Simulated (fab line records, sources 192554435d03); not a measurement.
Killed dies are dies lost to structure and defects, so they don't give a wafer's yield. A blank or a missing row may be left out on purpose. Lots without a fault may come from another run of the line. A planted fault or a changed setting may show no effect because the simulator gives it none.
fab line records | flow n5_finfet
record lots=11 wafers=31 last_day=21
route steps=1938 shown HKMG_FIN@434
lots that met no fault: from a run of the same line without faults
start_h: hours from the record's first day to the start of the lot's first wafer shown | wait_h: hours since the lot's step before | " the same as in the row above | L1.1+2: a row that stands for several wafers | - no value, or no start given | * or withheld: withheld | < > ~ a bound
route shown NAME@n: a module of which the file shows steps, and the number in the route of the first | usual: mean/standard deviation of fault-free wafers | same: alike in all rows | chamber/n: place in a boat | sites: the reading at each site | _std_site: their standard deviation | _edge_site: outer sites' mean less inner sites' | radius_mm: how far each site lies from the wafer's centre | mask NAME#n: copy n | behind: the tool/chamber that last shaped the wafer | hold: why the lot was held/for how many hours/how that ended | device: the transistor (n, p or np) that didn't switch | end of line: the same wafers' tests at the end of the route | a step without rows: its recipe alone | killed: dies lost to structure and defects at the first sort, not the wafer's yield | map: a wafer's dies, x killed, . not, _ none there
set.NAME: the setting as run; set.NAME@STEP: as run at that earlier step | model.NAME: the simulator's own value behind a step, which no gauge read
steps of the route over a sample of lots; a table a step, a row a wafer
services: from which hour (start_h, from the record's first day; less than 0 if before it) a tool's chamber was out of use, for how many hours, and why
## steps
# step N5_HKMG_FIN_ETCH_31
# recipe chemistry=CF4 target=SiARC target_depth_a=455 mask_material=CAR-ArF time_s=75.8 ion_energy_ev=80 pressure_mtorr=40 source_w=545 bias_w=36 Ar_flow_sccm=100 cf4_flow_sccm=100 ends=cleared
# usual drypump_motor_current_A=6.02/0.22 etch_rf_on_time_s=75.6/2.3 mfc_ar_sccm=100.03/0.29 oes_product_au=0.66/0.059 rf_vpp_V=183.4/1.2 showerhead_plenum_p_Torr=2.10/0.054 throttle_valve_pct=15.67/0.23
# columns lot.wafer tool chamber start_h wait_h drypump_motor_current_A etch_rf_on_time_s mfc_ar_sccm oes_product_au rf_hours_counter_h rf_vpp_V showerhead_plenum_p_Torr throttle_valve_pct
L712.2 rie_diel-02 0 90.89 0.0 6.26 78.6 100.33 0.76 20 184.6 2.11 15.42
L712.4 " 2 " " 6.15 72.5 100.19 0.68 129 184.1 2.07 15.45
L712.6 " 3 " " 6.12 74.6 100.20 0.62 - 186.1 2.19 15.57
L713.3 rie_diel-04 0 98.32 0.0 5.94 74.8 100.56 0.61 200 182.4 2.07 15.69
L713.4 " 1 " " 6.08 71.4 100.14 0.68 - 182.1 2.08 15.72
L713.6 " 2 " " 5.80 75.3 99.95 0.62 - 183.7 2.12 16.03
L717.1 rie_diel-03 0 118.03 0.0 5.45 76.7 99.90 0.65 135 185.8 2.14 15.86
L717.2 " 2 " " 6.08 78.6 99.90 0.67 88 184.6 2.07 15.49
L720.1 rie_diel-02 3 135.68 0.0 6.10 71.6 100.02 0.83 7 185.0 2.19 15.12
L720.2 " 2 " " 6.19 73.0 99.59 0.67 146 182.3 2.07 15.48
L726.1 rie_diel-04 1 171.92 0.0 6.06 72.7 100.16 0.66 150 181.9 2.07 15.78
L726.2 " 0 " " 5.98 74.6 100.36 0.59 227 183.3 2.06 15.74
L726.4 " 3 " " 6.13 75.9 99.66 0.67 95 182.8 2.06 15.71
L727.2 rie_diel-02 0 174.49 0.0 6.29 77.6 100.11 0.72 52 183.4 2.10 15.50
L727.3 " 1 " " 6.29 72.0 100.77 0.84 1 184.9 2.28 15.35
L727.5 " 0 " " 6.28 77.5 100.07 0.72 - 182.8 2.10 15.48
L728.1 rie_diel-04 2 185.43 0.0 5.81 75.0 99.75 0.61 238 184.5 2.11 16.07
L728.4 " 0 " " 5.98 75.9 99.85 0.58 - 182.3 2.06 15.75
L728.5 " 2 " " 5.80 75.5 99.83 0.60 - 182.9 2.11 16.06
L729.3 rie_diel-04 0 187.64 0.0 5.97 76.8 100.01 0.58 232 180.4 2.06 15.77
L729.4 " 3 " " 6.10 77.4 100.07 0.67 100 182.6 2.06 15.70
L729.6 " 2 " " 5.81 76.0 100.35 0.60 - 183.3 2.11 16.05
L731.1 rie_diel-02 2 203.39 0.0 6.13 73.5 99.92 0.64 169 181.6 2.06 15.53
L731.3 " 3 " " 6.11 72.9 99.92 0.77 31 185.0 2.18 15.17
L731.6 " 0 " " 6.27 77.2 100.07 0.71 - 183.8 2.09 15.50
L732.1 rie_diel-02 0 208.85 0.0 6.29 77.5 100.42 0.70 63 183.4 2.09 15.53
L732.3 " 2 " " 6.16 72.6 100.01 0.65 171 183.2 2.06 15.55
L732.5 " 0 " " 6.30 77.4 99.88 0.70 - 183.3 2.09 15.52
L733.1 rie_diel-02 3 213.97 0.0 6.11 72.2 100.33 0.77 35 185.2 2.18 15.18
L733.4 " 0 " " 6.26 79.6 99.81 0.69 66 183.7 2.09 15.54
L733.5 " 3 " " 6.15 72.6 100.18 0.76 - 184.8 2.18 15.19
# step N5_HKMG_FIN_NWFM_ALD_20
# recipe material=TiAlC target_thk_a=20 temp_c=300 ald_precursor_family=TiCl4 ald_co_reactant=TEA pulse_time_s=3 purge_time_s=2 co_reactant_purge_time_s=2 co_reactant_pulse_time_s=10 ald_cycles=7 pressure_torr=3
# usual heater_power_w=482/58 precursor_pulse_height_rel=0.998/0.019 susceptor_temp_C=299.99/0.21
# same co_reactant_pulse_time_s=10 pulse_time_s=3
# columns lot.wafer tool chamber start_h wait_h heater_power_w precursor_pulse_height_rel susceptor_temp_C
L712.2 ald_metal-02 3 93.10 0.3 493 1.052 299.91
L712.4 " 0 " " 528 0.981 299.92
L712.6 " 2 " " 483 0.995 299.98
L713.3 ald_metal-02 2 100.24 0.1 490 0.997 299.92
L713.4 " 0 " " 541 1.004 299.90
L713.6 " 2 " " 484 0.984 299.97
L717.1 ald_metal-03 0 120.07 0.3 529 0.977 299.79
L717.2 " 2 " " 595 1.040 300.14
L720.1 ald_metal-03 2 137.60 0.3 589 1.001 300.19
L720.2 " 3 " " 511 1.006 299.78
L726.1 ald_metal-02 3 173.84 0.3 487 0.987 300.13
L726.2 " 1 " " 443 0.988 300.00
L726.4 " 0 " " 529 0.993 300.14
L727.2 ald_metal-04 2 176.41 0.3 472 0.975 300.33
L727.3 " 3 " " 513 1.011 300.13
L727.5 " 0 " " 468 0.994 299.89
L728.1 ald_metal-04 1 187.35 0.3 389 1.032 300.00
L728.4 " 0 " " 462 1.029 300.14
L728.5 " 2 " " 470 0.970 300.12
L729.3 ald_metal-02 1 189.56 0.1 448 0.996 299.92
L729.4 " 3 " " 479 0.984 300.00
L729.6 " 0 " " 549 0.992 299.99
L731.1 ald_metal-04 1 205.39 0.3 396 1.003 300.51
L731.3 " 0 " " 444 0.976 299.71
L731.6 " 3 " " 500 0.987 299.70
L732.1 ald_metal-03 0 210.85 0.3 538 1.047 299.93
L732.3 " 2 " " 605 1.015 300.09
L732.5 " 1 " " 380 1.008 300.09
L733.1 ald_metal-02 1 215.89 0.3 443 0.998 299.81
L733.4 " 2 " " 491 1.014 299.99
L733.5 " 3 " " 479 1.004 299.73
# step N5_HKMG_FIN_COAT_66
# recipe resist=SOC temp_c=250 time_s=60 spin_rpm=1500 resist_thk_nm=300
# usual exhaust_pa=44.9/0.91 heater_power_total_W=500.5/1.9 run_length_s=66.26/0.26
# columns lot.wafer tool chamber start_h wait_h exhaust_pa heater_power_total_W run_length_s
L712.2 litho_track-04 0 93.48 0.2 43.8 500.7 66.46
L712.4 " 0 " " 44.3 502.0 66.47
L712.6 " 0 " " 44.9 503.3 66.44
L713.3 litho_track-04 0 100.62 0.2 45.8 540.1 59.49
L713.4 " 0 " " 45.8 502.7 66.42
L713.6 " 0 " " 45.6 499.2 66.34
L717.1 litho_track-04 0 120.45 0.2 43.0 497.5 66.57
L717.2 " 0 " " 44.1 537.6 59.62
L720.1 litho_track-04 0 137.97 0.2 44.4 498.0 66.49
L720.2 " 0 " " 45.0 537.2 59.46
L726.1 litho_track-01 0 174.22 0.2 44.7 499.2 66.26
L726.2 " 0 " " 44.0 498.9 66.25
L726.4 " 0 " " 43.0 501.2 66.16
L727.2 litho_track-01 0 176.79 0.2 46.0 497.4 66.09
L727.3 " 0 " " 47.7 499.0 66.17
L727.5 " 0 " " 44.8 501.8 66.22
L728.1 litho_track-03 0 187.72 0.2 45.8 501.8 65.80
L728.4 " 0 " " 43.3 501.3 65.86
L728.5 " 0 " " 43.5 502.4 65.95
L729.3 litho_track-04 0 189.94 0.2 45.0 501.4 66.49
L729.4 " 0 " " 46.4 499.3 66.39
L729.6 " 0 " " 47.0 499.1 66.40
L731.1 litho_track-04 0 205.76 0.2 44.7 503.3 66.63
L731.3 " 0 " " 45.8 499.6 66.45
L731.6 " 0 " " 45.1 502.4 66.49
L732.1 litho_track-03 0 211.23 0.2 44.3 502.1 65.81
L732.3 " 0 " " 44.4 502.2 65.84
L732.5 " 0 " " 44.8 498.7 65.79
L733.1 litho_track-03 0 216.27 0.2 44.3 502.7 65.98
L733.4 " 0 " " 45.0 499.2 65.93
L733.5 " 0 " " 45.5 501.5 65.91
# step N5_HKMG_FIN_ALD_21
# recipe material=TiN target_thk_a=15 temp_c=400 ald_precursor_family=TiCl4 ald_co_reactant=NH3 pulse_time_s=1 purge_time_s=3 co_reactant_purge_time_s=2 co_reactant_pulse_time_s=2 ald_cycles=68 pressure_torr=3
# usual heater_power_w=868/94 precursor_pulse_height_rel=0.999/0.019 susceptor_temp_C=399.98/0.22
# same co_reactant_pulse_time_s=2 pulse_time_s=1
# columns lot.wafer tool chamber start_h wait_h heater_power_w precursor_pulse_height_rel susceptor_temp_C
L712.2 ald_metal-04 0 94.28 0.3 813 1.017 400.09
L712.4 " 2 " " 878 1.029 400.01
L712.6 " 0 " " 832 0.995 400.04
L713.3 ald_metal-03 3 101.49 0.1 887 0.972 400.24
L713.4 " 2 " " 1083 0.986 400.20
L713.6 " 1 " " 681 1.034 399.94
L717.1 ald_metal-02 0 121.27 0.3 953 0.961 400.17
L717.2 " 3 " " 839 0.985 399.62
L720.1 ald_metal-04 0 138.78 0.3 802 1.032 400.02
L720.2 " 3 " " 916 0.995 400.07
L726.1 ald_metal-02 0 175.03 0.3 965 1.016 399.73
L726.2 " 1 " " 802 1.022 400.19
L726.4 " 3 " " 870 0.978 400.39
L727.2 ald_metal-04 3 177.91 0.3 891 1.010 400.34
L727.3 " 0 " " 801 0.961 399.82
L727.5 " 3 " " 928 1.015 400.09
L728.1 ald_metal-03 0 188.59 0.3 1000 1.015 400.27
L728.4 " 2 " " 1051 1.017 399.91
L728.5 " 1 " " 689 0.984 400.21
L729.3 ald_metal-02 3 190.87 0.1 890 0.969 399.90
L729.4 " 1 " " 802 0.985 399.96
L729.6 " 0 " " 940 1.000 399.74
L731.1 ald_metal-03 3 206.58 0.3 880 0.990 399.84
L731.3 " 1 " " 687 1.037 400.35
L731.6 " 1 " " 682 0.981 399.64
L732.1 ald_metal-04 2 212.21 0.3 870 1.002 399.99
L732.3 " 3 " " 936 0.992 399.78
L732.5 " 3 " " 906 0.991 400.03
L733.1 ald_metal-02 1 217.10 0.3 778 0.988 399.57
L733.4 " 3 " " 880 0.994 400.57
L733.5 " 1 " " 808 1.009 400.37
## services
# columns tool chamber start_h hours kind
ald_metal-03 - 81.19 1.7 repair
rie_diel-03 - 83.71 14.6 pm
ald_metal-04 - 85.11 6.0 pm
ald_metal-04 - 96.64 2.8 pm
rie_diel-04 2 100.26 10.0 repair
rie_diel-03 1 100.86 6.7 repair
rie_diel-02 3 102.85 - clean
rie_diel-02 3 102.85 - consumable_replace:focus_ring
rie_diel-02 3 102.85 13.7 scheduled_down
rie_diel-02 3 102.85 13.7 vent_cycle
ald_metal-02 - 107.83 2.1 repair
ald_metal-02 2 110.44 29.9 repair
litho_track-03 - 125.69 - consumable_replace:filter
ald_metal-02 0 130.61 4.4 repair
ald_metal-04 1 132.93 26.9 repair
rie_diel-02 1 151.07 - clean
rie_diel-02 1 151.07 - consumable_replace:focus_ring
rie_diel-02 1 151.07 - consumable_replace:showerhead
rie_diel-02 1 151.07 18.1 scheduled_down
rie_diel-02 1 151.07 18.1 vent_cycle
ald_metal-02 0 151.15 21.7 repair
rie_diel-04 1 184.51 1.2 repair
## key
first_sign step=N5_HKMG_FIN_COAT_66 reading=run_length_s direction=down sigmas=26 usual=* struck=*
effect step=N5_HKMG_FIN_COAT_66 reading=heater_power_total_W direction=up sigmas=20 usual=* struck=*
met_at N5_HKMG_FIN_COAT_66
struck_lots L713,L717,L720
struck_wafers L713.3,L717.2,L720.2
rows_end L717.2
not_acting_at N5_HKMG_FIN_ETCH_31,N5_HKMG_FIN_NWFM_ALD_20,N5_HKMG_FIN_ALD_21
onset_between 93.48 100.62
fault kind=process_parameter_drift tool=litho_track-04 chamber=- onset_h=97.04 steps=N5_HKMG_FIN_COAT_66 channel=time_s offset=* shape=step end_h=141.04 scope=struck_wafers_only acts_in=* stated=*
# rows_end: these wafers met a further fault down the route, and their rows from its step on are left out
